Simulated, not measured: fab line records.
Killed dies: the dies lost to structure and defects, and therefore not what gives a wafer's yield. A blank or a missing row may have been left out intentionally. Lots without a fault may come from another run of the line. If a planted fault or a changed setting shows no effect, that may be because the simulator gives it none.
fab line records | flow n5_finfet
record: lots: 10 wafers: 28 last_day: 18
route steps=1938 shown GATE_CUT@516 MOL_CONTACT_COAG@528 BEOL_M4@1111
lots with no fault: from the same line, run without faults
start_h: hours from the record's first day to the start of the lot's first wafer shown | wait_h: time in hours since the lot's previous step | " the same as in the row above | L1.1+2: several wafers, shown together as one row | - no value present, or no start provided | * or withheld: withheld | < > ~ a bound
route shown NAME@n: a module of which the file shows steps, and the number in the route of the first | usual: mean/standard deviation of fault-free wafers | same: alike in all rows | chamber/n: place in a boat | sites: readings site by site | _std_site: standard deviation of those values | _edge_site: outer sites' mean less inner sites' | radius_mm: for every site, how far away it sits from the centre of the wafer | mask NAME#n: copy n | behind: the most recent tool/chamber to have shaped the wafer | hold: what put the lot on hold/how long, in hours/how the hold closed | device: whichever transistor did not switch (one of n, p or np) | end of line: the route-end tests of the same wafers | a step with no rows: only its recipe | killed: at the first sort, the dies lost to defects and structure; wafer yield is something else | map: a wafer's dies, marking killed ones x, the rest . and places with no die _
set.NAME: the run value of the setting; set.NAME@STEP: its run value at that earlier step | model.NAME: the simulator's own value behind a step, which no gauge read
a sample of lots followed through the steps of the route, with each step as a table and each wafer as a row
services: when a tool's chamber went out of use (start_h, in hours from the record's first day, below 0 if earlier), for how many hours, and the reason
== steps ==
step: N5_GATE_CUT_INSPECT_26
recipe: inspect_instrument: darkfield mode: post_cmp
usual: raw_defect_count: 37/17
columns lot.wafer tool chamber start_h wait_h raw_defect_count
L889.1 defect_inspect-01 - 84.89 0.0 35
L889.2 " - " " 42
L889.3 " - " " 20
L893.3 defect_inspect-02 - 111.43 0.0 44
L893.4 " - " " 29
L893.6 " - " " 18
L894.2 defect_inspect-02 - 114.57 0.0 38
L894.3 " - " " 61
L894.4 " - " " 37
L897.1 defect_inspect-02 - 132.07 0.0 21
L897.4 " - " " 45
L897.5 " - " " 44
L898.2 defect_inspect-01 - 140.95 0.0 72
L898.5 " - " " 37
L898.6 " - " " 29
L901.1 defect_inspect-01 - 158.74 0.0 17
L901.4 " - " " 52
L901.5 " - " " 31
L908.4 defect_inspect-01 - 203.29 0.0 45
L908.6 " - " " 54
L910.2 defect_inspect-01 - 213.31 0.0 26
L910.6 " - " " 31
L911.1 defect_inspect-01 - 218.69 0.0 30
L911.2 " - " " 16
L911.5 " - " " 48
L912.1 defect_inspect-02 - 225.87 0.0 24
L912.4 " - " " 41
L912.6 " - " " 21
step: N5_MOL_CONTACT_COAG_INSPECT_10
recipe: mode: adi inspect_instrument: brightfield
usual: raw_defect_count: 66/27
columns lot.wafer tool chamber start_h wait_h raw_defect_count
L889.1 defect_inspect-02 - 85.27 0.1 57
L889.2 " - " " 73
L889.3 " - " " 53
L893.3 defect_inspect-01 - 111.94 0.0 62
L893.4 " - " " 51
L893.6 " - " " 41
L894.2 defect_inspect-01 - 115.08 0.0 57
L894.3 " - " " 92
L894.4 " - " " 43
L897.1 defect_inspect-01 - 132.46 0.1 37
L897.4 " - " " 69
L897.5 " - " " 61
L898.2 defect_inspect-01 - 141.34 0.0 137
L898.5 " - " " 70
L898.6 " - " " 68
L901.1 defect_inspect-01 - 159.13 0.1 39
L901.4 " - " " 78
L901.5 " - " " 41
L908.4 defect_inspect-02 - 203.80 0.0 108
L908.6 " - " " 94
L910.2 defect_inspect-02 - 213.83 0.0 47
L910.6 " - " " 70
L911.1 defect_inspect-02 - 219.08 0.1 73
L911.2 " - " " 38
L911.5 " - " " 87
L912.1 defect_inspect-01 - 226.38 0.1 31
L912.4 " - " " 50
L912.6 " - " " 33
step: N5_MOL_CONTACT_COAG_ETCH_15
recipe: chemistry: CH3F/O2 target: SiNx target_depth_a: 70 mask_material: SOC stop_on: Si:P over_etch_frac: 0.75 ion_energy_ev: 120 pressure_mtorr: 30 source_w: 395 bias_w: 73 Ar_flow_sccm: 150 CH3F_flow_sccm: 30 O2_flow_sccm: 20
usual: drypump_motor_current_A: 5.8/0.37 mfc_ar_sccm: 150.1/0.5 oes_product_au: 0.58/0.059 rf_vpp_V: 297.2/2.9 showerhead_plenum_p_Torr: 1.98/0.061 throttle_valve_pct: 16.29/0.25
same: over_etch_frac: 0.75
columns lot.wafer tool chamber start_h wait_h drypump_motor_current_A mfc_ar_sccm oes_product_au rf_hours_counter_h rf_vpp_V showerhead_plenum_p_Torr throttle_valve_pct
L889.1 rie_diel-01 3 85.52 0.0 5.7 150.9 0.58 90 295.6 1.93 16.43
L889.2 " 2 " " 6.2 150.4 0.54 175 298.8 2.00 16.24
L889.3 " 0 " " 6.1 150.2 0.62 67 299.0 1.94 15.92
L893.3 rie_diel-01 3 112.34 0.0 5.7 150.1 0.58 98 295.1 1.93 16.42
L893.4 " 1 " " 6.0 150.3 0.51 207 297.0 1.98 16.38
L893.6 " 0 " " 6.1 149.8 0.63 - 299.2 1.93 15.91
L894.2 rie_diel-03 0 115.70 0.0 5.1 150.2 0.51 242 302.2 1.96 16.56
L894.3 " 1 " " 6.4 150.4 0.50 243 294.3 1.97 16.35
L894.4 " 3 " " 5.9 150.3 0.58 141 292.4 1.92 16.48
L897.1 rie_diel-01 1 132.71 0.0 6.0 149.7 0.51 214 297.2 1.97 16.40
L897.4 " 3 " " 5.7 150.5 0.58 105 296.0 1.93 16.45
L897.5 " 2 " " 6.2 150.5 0.53 - 299.4 1.99 16.26
L898.2 rie_diel-01 0 141.61 0.0 6.0 149.6 0.61 85 299.8 1.93 15.95
L898.5 " 1 " " 6.0 150.1 0.51 - 296.4 1.97 16.39
L898.6 " 2 " " 6.2 149.7 0.53 - 295.6 1.99 16.27
L901.1 rie_diel-01 1 159.38 0.0 6.0 149.8 0.51 223 298.2 1.97 16.43
L901.4 " 2 " " 6.2 150.1 0.53 198 298.7 1.99 16.27
L901.5 " 0 " " 6.0 150.3 0.61 - 298.9 1.93 15.93
L908.4 rie_diel-03 2 204.05 0.0 5.5 150.5 0.56 158 297.0 2.08 16.70
L908.6 " 0 " " 5.1 150.7 0.68 - 301.0 1.96 16.12
L910.2 rie_diel-04 0 214.08 0.0 5.5 151.2 0.61 85 291.6 1.94 16.01
L910.6 " 2 " " 5.6 149.6 0.55 - 298.7 2.07 16.76
L911.1 rie_diel-03 1 219.42 0.0 6.3 149.8 0.66 23 295.7 1.96 15.93
L911.2 " 0 " " 5.1 150.3 0.66 14 302.7 1.95 16.11
L911.5 " 0 " " 5.1 149.4 0.67 - 301.4 1.95 16.12
L912.1 rie_diel-03 1 226.64 0.0 6.4 149.8 0.66 26 295.7 1.96 15.95
L912.4 " 0 " " 5.1 150.9 0.65 - 300.9 1.95 16.14
L912.6 " 3 " " 5.9 149.8 0.55 - 293.1 1.91 16.57
step: N5_MOL_CONTACT_COAG_ALD_20
recipe: material: TiN target_thk_a: 15 temp_c: 400 ald_precursor_family: TiCl4 ald_co_reactant: NH3 pulse_time_s: 1 purge_time_s: 3 co_reactant_purge_time_s: 2 co_reactant_pulse_time_s: 2 ald_cycles: 68 pressure_torr: 3
usual: ald_cycles: 68/0 heater_power_w: 914/110 precursor_pulse_height_rel: 1.002/0.02
columns lot.wafer tool chamber start_h wait_h ald_cycles heater_power_w precursor_pulse_height_rel
L889.1 ald_metal-01 1 87.46 0.1 68 1103 0.996
L889.2 " 0 " " 68 849 0.971
L889.3 " 2 " " 68 1002 1.004
L893.3 ald_metal-03 2 113.21 0.1 68 838 0.954
L893.4 " 0 " " 68 721 1.012
L893.6 " 1 " " 68 1013 1.003
L894.2 ald_metal-01 2 117.22 0.1 68 980 0.998
L894.3 " 1 " " 68 1099 0.957
L894.4 " 3 " " 68 1032 1.008
L897.1 ald_metal-01 2 134.46 0.1 68 997 0.980
L897.4 " 0 " " 68 867 1.030
L897.5 " 2 " " 68 977 0.978
L898.2 ald_metal-02 2 142.39 0.1 68 818 1.028
L898.5 " 3 " " 68 786 0.970
L898.6 " 0 " " 68 809 1.001
L901.1 ald_metal-02 0 160.22 0.1 68 824 0.985
L901.4 " 2 " " 68 831 0.996
L901.5 " 3 " " 68 790 1.025
L908.4 ald_metal-01 2 206.57 0.1 68 986 0.992
L908.6 " 0 " " 43 865 1.016
L910.2 ald_metal-01 1 214.90 0.1 68 1095 1.002
L910.6 " 3 " " 43 996 1.028
L911.1 ald_metal-01 3 220.35 0.1 43 1007 1.022
L911.2 " 0 " " 68 872 1.010
L911.5 " 0 " " 68 860 1.000
L912.1 ald_metal-02 3 229.05 0.1 68 765 0.996
L912.4 " 0 " " 68 822 1.009
L912.6 " 2 " " 68 821 1.004
step: N5_BEOL_M4_RC_MEAS_101
usual: DIBL_N: 36.3/1.6 DIBL_P: 36.5/1.6 IOFF_N: 0.163/0.026 IOFF_P: 0.22/0.033 ION_N: 676/9.9 ION_P: 464/6.5 SS_N: 71.5/0.5 SS_P: 73.3/0.64 VT_N: 249.3/2.9 VT_P: -250/3.2
columns lot.wafer tool chamber start_h wait_h DIBL_N[mV/V] DIBL_P[mV/V] IOFF_N[nA/um] IOFF_P[nA/um] ION_N[uA/um] ION_P[uA/um] SS_N[mV/dec] SS_P[mV/dec] VT_N[mV] VT_P[mV]
L889.1 prober-02 0 178.34 0.0 32.9 32.6 0.114 0.14 671 458 70.9 72.6 255.4 -259
L889.2 " 0 " " 35.1 35.7 0.150 0.19 669 462 71.1 74.1 249.7 -252
L889.3 " 0 " " 33.6 34.0 0.129 0.16 661 452 71.8 72.5 252.2 -254
L893.3 prober-01 0 206.53 0.3 36.8 37.1 0.165 0.22 687 468 71.1 72.8 247.6 -248
L893.4 " 0 " " 37.4 37.5 0.176 0.24 699 479 71.5 73.6 247.3 -248
L893.6 " 0 " " 37.0 37.0 0.153 0.22 674 462 71.9 73.2 249.2 -251
L894.2 prober-02 0 208.37 0.2 36.9 37.9 0.179 0.22 673 463 71.6 74.8 245.1 -251
L894.3 " 0 " " 37.0 38.1 0.182 0.22 688 466 71.7 73.9 246.4 -250
L894.4 " 0 " " 35.6 36.5 0.160 0.20 697 464 70.8 74.3 248.8 -253
L898.2 prober-02 0 234.80 0.2 38.9 37.9 0.218 0.28 683 474 72.0 73.7 246.9 -247
L898.5 " 0 " " 39.4 38.2 0.235 0.28 689 469 72.1 74.2 242.8 -246
L898.6 " 0 " " 39.1 37.9 0.222 0.28 696 473 72.5 73.8 244.2 -245
L897.1 prober-01 0 235.10 0.0 34.5 35.3 0.135 0.17 670 452 71.3 72.5 252.4 -254
L897.4 " 0 " " 34.2 35.9 0.142 0.18 682 464 71.1 72.5 249.9 -250
L897.5 " 0 " " 33.9 34.6 0.129 0.17 674 461 71.5 72.6 249.3 -252
L901.1 prober-01 0 260.83 0.0 37.5 35.6 0.161 0.20 663 456 71.9 73.3 252.3 -250
L901.4 " 0 " " 34.1 32.7 0.115 0.16 668 463 70.8 72.8 254.0 -252
L901.5 " 0 " " 36.3 35.0 0.142 0.19 655 449 71.8 72.9 250.3 -253
L908.4 prober-01 0 307.64 0.5 34.3 34.0 0.123 0.20 665 459 71.0 73.1 254.4 -248
L908.6 " 0 " " 34.3 33.9 0.128 0.21 663 467 71.2 72.2 256.5 -247
L910.2 prober-01 0 309.38 0.2 35.9 35.8 0.146 0.20 667 459 71.0 73.1 253.6 -251
L910.6 " 0 " " 35.9 36.1 0.152 0.20 675 462 71.4 72.5 251.3 -254
L911.1 prober-01 0 316.29 0.0 36.0 37.1 0.169 0.22 669 465 71.8 73.4 249.5 -250
L911.2 " 0 " " 34.9 35.2 0.145 0.19 662 456 71.6 73.5 252.3 -251
L911.5 " 0 " " 35.7 36.3 0.164 0.22 672 462 71.7 73.8 250.3 -248
L912.1 prober-01 0 320.48 0.0 36.3 35.8 0.173 0.24 681 463 71.5 73.2 246.1 -246
L912.4 " 0 " " 36.5 35.5 0.165 0.23 671 462 72.0 74.0 247.7 -246
L912.6 " 0 " " 38.5 39.0 0.217 0.30 696 473 72.0 74.1 243.8 -245
== services ==
columns tool chamber start_h hours kind
rie_diel-01 3 63.15 7.3 repair
ald_metal-01 3 64.43 25.6 repair
rie_diel-03 3 64.49 20.8 repair
ald_metal-01 0 65.18 4.5 repair
rie_diel-03 2 88.25 5.0 repair
ald_metal-01 - 107.62 0.7 repair
ald_metal-01 - 113.14 0.9 repair
ald_metal-03 - 129.91 14.6 pm
rie_diel-03 1 136.58 - clean
rie_diel-03 1 136.58 - consumable_replace:focus_ring
rie_diel-03 1 136.58 23.6 scheduled_down
rie_diel-03 1 136.58 23.6 vent_cycle
rie_diel-04 1 154.12 31.9 repair
ald_metal-03 - 158.20 0.9 repair
rie_diel-03 0 160.31 - clean
rie_diel-03 0 160.31 - consumable_replace:focus_ring
rie_diel-03 0 160.31 19.5 scheduled_down
rie_diel-03 0 160.31 19.5 vent_cycle
ald_metal-02 1 167.20 16.6 repair
rie_diel-01 1 203.47 7.2 repair
rie_diel-04 1 209.09 6.8 repair
ald_metal-03 - 210.19 8.7 pm
rie_diel-03 2 212.85 15.3 repair
== key ==
first_sign: step: N5_MOL_CONTACT_COAG_ALD_20 reading: ald_cycles direction: down sigmas: 99+ usual: * struck: *
effect none on later readings
met_at N5_MOL_CONTACT_COAG_ALD_20
struck_lots L908,L910,L911
struck_wafers L908.6,L910.6,L911.1
not_acting_at N5_GATE_CUT_INSPECT_26,N5_MOL_CONTACT_COAG_INSPECT_10,N5_MOL_CONTACT_COAG_ETCH_15
onset_between 134.46 206.57
fault: kind: process_parameter_drift tool: ald_metal-01 chamber: - onset_h: 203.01 steps: N5_MOL_CONTACT_COAG_ALD_20 channel: ald_cycles offset: * shape: step end_h: 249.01 scope: struck_wafers_only acts_in: * stated: *
